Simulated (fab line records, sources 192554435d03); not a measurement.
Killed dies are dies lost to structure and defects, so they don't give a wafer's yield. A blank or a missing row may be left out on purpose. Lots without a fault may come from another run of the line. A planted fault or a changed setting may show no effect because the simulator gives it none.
Which tool did it? | flow n5_finfet | 24 lots, 72 wafers sampled, at 5 steps of a route of 1938

WHAT THE GAUGES READ, wafer by wafer
N5_BEOL_M15_INSPECT_55: inspects for defects (darkfield).
lot  | measured     | on                | raw_defect_count
L076 | day 11 20:33 | defect_inspect-02 | 111 66 120
L075 | day 12 08:07 | defect_inspect-02 | 46 36 53
L074 | day 12 08:56 | defect_inspect-01 | 44 52 70
L077 | day 12 16:19 | defect_inspect-02 | 112 91 99
L080 | day 13 06:32 | defect_inspect-02 | 36 62 53
L078 | day 13 08:29 | defect_inspect-01 | 51 54 57
L079 | day 13 08:58 | defect_inspect-01 | 47 63 63
L081 | day 13 18:10 | defect_inspect-02 | 138 60 85
L083 | day 14 09:38 | defect_inspect-02 | 48 73 61
L084 | day 14 15:11 | defect_inspect-01 | 80 96 99
L082 | day 14 15:40 | defect_inspect-02 | 44 63 102
L085 | day 14 20:43 | defect_inspect-02 | 92 62 82
L086 | day 15 15:08 | defect_inspect-01 | 72 69 55
L087 | day 15 17:35 | defect_inspect-01 | 86 75 91
L089 | day 16 08:29 | defect_inspect-02 | 103 70 55
L088 | day 16 09:02 | defect_inspect-02 | 58 77 46
L093 | day 16 14:27 | defect_inspect-01 | 63 91 127
L090 | day 16 22:59 | defect_inspect-02 | 79 42 46
L091 | day 17 00:46 | defect_inspect-01 | 56 72 103
L092 | day 17 01:20 | defect_inspect-02 | 127 61 80
L094 | day 17 04:50 | defect_inspect-02 | 89 93 77
L095 | day 17 14:55 | defect_inspect-01 | 53 103 32
L097 | day 18 16:53 | defect_inspect-02 | 38 53 61
L096 | day 18 17:04 | defect_inspect-01 | 62 91 60

N5_MIM_BOT_LITHO_INSPECT_12: inspects for defects (macro).
lot  | measured     | on                | raw_defect_count
L076 | day 12 01:41 | defect_inspect-01 | 2 1 2
L075 | day 12 13:05 | defect_inspect-02 | 1 1 6
L074 | day 12 13:46 | defect_inspect-02 | 2 2 2
L077 | day 12 21:03 | defect_inspect-02 | 0 0 2
L080 | day 13 11:58 | defect_inspect-02 | 2 0 3
L078 | day 13 16:19 | defect_inspect-01 | 4 5 1
L079 | day 13 16:28 | defect_inspect-02 | 2 1 1
L081 | day 14 00:13 | defect_inspect-01 | 1 2 0
L083 | day 14 15:13 | defect_inspect-02 | 3 4 3
L084 | day 14 20:28 | defect_inspect-01 | 2 2 5
L082 | day 14 20:50 | defect_inspect-02 | 0 3 5
L085 | day 15 03:36 | defect_inspect-02 | 2 1 0
L086 | day 15 19:52 | defect_inspect-02 | 1 2 2
L087 | day 15 23:00 | defect_inspect-02 | 0 1 5
L089 | day 16 14:08 | defect_inspect-01 | 5 2 4
L088 | day 16 14:42 | defect_inspect-01 | 1 2 4
L093 | day 16 17:55 | defect_inspect-02 | 1 3 2
L090 | day 17 02:52 | defect_inspect-01 | 3 0 0
L091 | day 17 05:17 | defect_inspect-02 | 3 3 4
L092 | day 17 08:24 | defect_inspect-02 | 2 2 1
L094 | day 17 10:49 | defect_inspect-01 | 2 2 0
L095 | day 17 20:00 | defect_inspect-02 | 3 4 1
L097 | day 18 20:44 | defect_inspect-01 | 1 0 4
L096 | day 18 21:28 | defect_inspect-02 | 3 3 1

WHICH TOOL RAN EACH LOT (tool, then ch and the chambers of the sampled wafers, then the start)
lot  | N5_BEOL_M15_PRE_CLEAN_42     | N5_BEOL_M15_SPUTTER_45       | N5_BEOL_M15_CMP_49
L076 | pvd_sputter-02, day 11 19:13 | pvd_sputter-02, day 11 19:25 | cmp-02 ch 1,2,3, day 11 20:06
L075 | pvd_sputter-02, day 12 02:59 | pvd_sputter-02, day 12 03:11 | cmp-02 ch 0,1,3, day 12 07:40
L074 | pvd_sputter-02, day 12 03:47 | pvd_sputter-02, day 12 03:59 | cmp-03 ch 1,2, day 12 08:29
L077 | pvd_sputter-03, day 12 10:28 | pvd_sputter-03, day 12 10:41 | cmp-02 ch 1,2, day 12 15:52
L080 | pvd_sputter-03, day 13 02:10 | pvd_sputter-03, day 13 02:22 | cmp-04 ch 0,2, day 13 06:05
L078 | pvd_sputter-03, day 13 05:23 | pvd_sputter-03, day 13 05:35 | cmp-02 ch 0,2,3, day 13 08:04
L079 | pvd_sputter-01, day 13 05:23 | pvd_sputter-01, day 13 05:35 | cmp-03 ch 0,1,2, day 13 08:29
L081 | pvd_sputter-02, day 13 16:17 | pvd_sputter-02, day 13 16:29 | cmp-04 ch 1,2,3, day 13 17:41
L083 | pvd_sputter-03, day 14 07:54 | pvd_sputter-03, day 14 08:06 | cmp-03 ch 0,1,2, day 14 09:18
L084 | pvd_sputter-02, day 14 13:52 | pvd_sputter-02, day 14 14:04 | cmp-04 ch 1,2, day 14 14:43
L082 | pvd_sputter-02, day 14 14:13 | pvd_sputter-02, day 14 14:25 | cmp-03 ch 0,2,3, day 14 15:13
L085 | pvd_sputter-01, day 14 19:19 | pvd_sputter-01, day 14 19:31 | cmp-04 ch 0,3, day 14 20:16
L086 | pvd_sputter-03, day 15 13:50 | pvd_sputter-03, day 15 14:02 | cmp-02 ch 0,1,2, day 15 14:46
L087 | pvd_sputter-02, day 15 16:16 | pvd_sputter-02, day 15 16:28 | cmp-04 ch 2,3, day 15 17:11
L089 | pvd_sputter-03, day 16 07:11 | pvd_sputter-03, day 16 07:23 | cmp-02 ch 0,3, day 16 08:04
L088 | pvd_sputter-01, day 16 07:11 | pvd_sputter-01, day 16 07:23 | cmp-02 ch 1,2,3, day 16 08:39
L093 | pvd_sputter-03, day 16 13:08 | pvd_sputter-03, day 16 13:20 | cmp-04 ch 1,2,3, day 16 14:00
L090 | pvd_sputter-01, day 16 21:14 | pvd_sputter-01, day 16 21:26 | cmp-04 ch 1,2,3, day 16 22:28
L091 | pvd_sputter-01, day 16 23:26 | pvd_sputter-01, day 16 23:38 | cmp-02 ch 0,1,2, day 17 00:17
L092 | pvd_sputter-03, day 17 00:02 | pvd_sputter-03, day 17 00:14 | cmp-04 ch 0,1,2, day 17 00:58
L094 | pvd_sputter-01, day 17 03:30 | pvd_sputter-01, day 17 03:42 | cmp-03 ch 0,1, day 17 04:22
L095 | pvd_sputter-02, day 17 13:30 | pvd_sputter-02, day 17 13:42 | cmp-02 ch 0,1, day 17 14:23
L097 | pvd_sputter-01, day 18 15:08 | pvd_sputter-01, day 18 15:20 | cmp-03 ch 0,3, day 18 16:26
L096 | pvd_sputter-02, day 18 15:28 | pvd_sputter-02, day 18 15:40 | cmp-04 ch 0,2,3, day 18 16:37
- N5_BEOL_M15_PRE_CLEAN_42: time 30 s.
- N5_BEOL_M15_SPUTTER_45: material Cu, target thk 100 nm, time 16.67 s.
- N5_BEOL_M15_CMP_49: polishes, stops on SiO2, t overpolish 4.9 s, target thk 850 nm.

WHAT THE TOOLS THEMSELVES READ (means of the sampled wafers that have a number; where no wafer has one, the mark that the record gives instead)
N5_BEOL_M15_PRE_CLEAN_42.
lot  | tool           | heater_power_w (W) | susceptor_temp_C (C)
L076 | pvd_sputter-02 | 503                | 299.92
L075 | pvd_sputter-02 | 454                | 300.34
L074 | pvd_sputter-02 | 553                | 299.87
L077 | pvd_sputter-03 | 510                | 300.07
L080 | pvd_sputter-03 | 521                | 299.96
L078 | pvd_sputter-03 | 499                | 299.87
L079 | pvd_sputter-01 | 521                | 299.84
L081 | pvd_sputter-02 | 510                | 300.02
L083 | pvd_sputter-03 | 494                | 300.00
L084 | pvd_sputter-02 | 500                | 300.02
L082 | pvd_sputter-02 | 487                | 300.18
L085 | pvd_sputter-01 | 559                | 299.96
L086 | pvd_sputter-03 | 462                | 299.98
L087 | pvd_sputter-02 | 538                | 299.96
L089 | pvd_sputter-03 | 514                | 299.95
L088 | pvd_sputter-01 | 546                | 300.03
L093 | pvd_sputter-03 | 514                | 299.90
L090 | pvd_sputter-01 | 554                | 300.12
L091 | pvd_sputter-01 | 514                | 299.93
L092 | pvd_sputter-03 | 523                | 299.98
L094 | pvd_sputter-01 | 516                | 300.07
L095 | pvd_sputter-02 | 539                | 299.87
L097 | pvd_sputter-01 | 521                | 300.13
L096 | pvd_sputter-02 | 501                | 300.21

N5_BEOL_M15_SPUTTER_45.
lot  | tool           | chuck_gas_flow_sccm (sccm) | susceptor_temp_C (C) | throttle_valve_pct (%)
L076 | pvd_sputter-02 | 1.21                       | -20.01               | 29.9
L075 | pvd_sputter-02 | 1.24                       | -20.02               | 29.9
L074 | pvd_sputter-02 | 1.27                       | -19.98               | 29.7
L077 | pvd_sputter-03 | 1.25                       | -20.05               | 30.3
L080 | pvd_sputter-03 | 1.26                       | -20.02               | 30.3
L078 | pvd_sputter-03 | 1.21                       | -20.00               | 29.7
L079 | pvd_sputter-01 | 1.27                       | -19.98               | 29.4
L081 | pvd_sputter-02 | 1.25                       | -19.94               | 30.0
L083 | pvd_sputter-03 | 1.30                       | -20.00               | 30.0
L084 | pvd_sputter-02 | 1.26                       | -19.97               | 29.8
L082 | pvd_sputter-02 | 1.32                       | -20.02               | 29.9
L085 | pvd_sputter-01 | 1.28                       | -19.97               | 29.7
L086 | pvd_sputter-03 | 1.24                       | -19.93               | 29.7
L087 | pvd_sputter-02 | 1.26                       | -19.89               | 30.1
L089 | pvd_sputter-03 | 1.26                       | -19.96               | 31.0
L088 | pvd_sputter-01 | 1.28                       | -19.92               | 29.8
L093 | pvd_sputter-03 | 1.27                       | -20.05               | 30.3
L090 | pvd_sputter-01 | 1.25                       | -20.10               | 29.8
L091 | pvd_sputter-01 | 1.28                       | -19.97               | 29.4
L092 | pvd_sputter-03 | 1.23                       | -19.99               | 30.9
L094 | pvd_sputter-01 | 1.22                       | -20.04               | 29.3
L095 | pvd_sputter-02 | 1.26                       | -20.03               | 30.1
L097 | pvd_sputter-01 | 1.26                       | -20.03               | 29.2
L096 | pvd_sputter-02 | 1.26                       | -20.08               | 30.0

N5_BEOL_M15_CMP_49.
lot  | tool   | barrier_field_endpoint_s (s) | clearing_platen_rpm (rpm) | motor_current_A (A) | overpolish_run_s (s) | slurry_filter_dp_kPa (kPa)
L076 | cmp-02 | 11.4                         | 80.00                     | 7.9                 | 4.891                | 13.62
L075 | cmp-02 | 11.0                         | 80.03                     | 9.0                 | 4.907                | 13.48
L074 | cmp-03 | 11.2                         | 79.96                     | 7.9                 | 4.902                | 13.55
L077 | cmp-02 | 10.9                         | 79.94                     | 7.7                 | 4.898                | 13.52
L080 | cmp-04 | 11.9                         | 79.99                     | 8.7                 | 4.894                | 13.52
L078 | cmp-02 | 11.2                         | 80.01                     | 8.5                 | 4.892                | 13.39
L079 | cmp-03 | 11.2                         | 80.00                     | 7.4                 | 4.894                | 13.49
L081 | cmp-04 | 11.5                         | 79.96                     | 8.4                 | 4.899                | 13.39
L083 | cmp-03 | 11.5                         | 80.00                     | 7.6                 | 4.904                | 13.36
L084 | cmp-04 | 11.8                         | 80.00                     | 8.3                 | 4.896                | 13.51
L082 | cmp-03 | 11.4                         | 80.00                     | 7.7                 | 4.896                | 13.64
L085 | cmp-04 | 11.4                         | 80.00                     | 8.6                 | 4.895                | 13.44
L086 | cmp-02 | 11.0                         | 80.03                     | 8.5                 | 4.905                | 13.42
L087 | cmp-04 | 11.7                         | 80.04                     | 9.6                 | 4.895                | 13.59
L089 | cmp-02 | 11.1                         | 80.00                     | 9.6                 | 4.899                | 13.45
L088 | cmp-02 | 11.7                         | 80.01                     | 8.2                 | 4.900                | 13.67
L093 | cmp-04 | 11.0                         | 80.01                     | 8.7                 | 4.897                | 13.60
L090 | cmp-04 | 11.7                         | 80.04                     | 8.6                 | 4.899                | 13.47
L091 | cmp-02 | 11.8                         | 80.04                     | 8.3                 | 4.897                | 13.51
L092 | cmp-04 | 11.5                         | 80.01                     | 8.1                 | 4.907                | 13.42
L094 | cmp-03 | 11.2                         | 79.99                     | 7.9                 | 4.905                | 13.50
L095 | cmp-02 | 11.2                         | 79.99                     | 8.9                 | 4.899                | 13.42
L097 | cmp-03 | 11.6                         | 79.99                     | 8.0                 | 4.901                | 13.42
L096 | cmp-04 | 12.0                         | 79.98                     | 8.9                 | 4.906                | 13.58

THE ANSWER, worked out from the rows above alone
Rule: what is usual is taken from the lots themselves. Put in order of their means at a reading, lots are off if they are a third of the lots or fewer, leave a main group of 4 or more, and stand apart from it by a gap of 3 or more times the standard deviation of the main group's means; of several such gaps the widest counts. A main group whose means are all the same, to the digits that the tables above print for the reading, isn't used. A lot without any number at a reading at which 4 lots or more have one is off too. The other lots that the step has rows for count as sound. The gauges are gone through in route order, then the tools' own readings, and for those a lot's mean is taken as printed above. The first step at which some lot is off is used, and at that step the reading that is off furthest; a lot without a number counts as furthest.
No lot is off at any reading shown: from this, nothing can be told.

WHAT THE SIMULATOR HAD PUT IN
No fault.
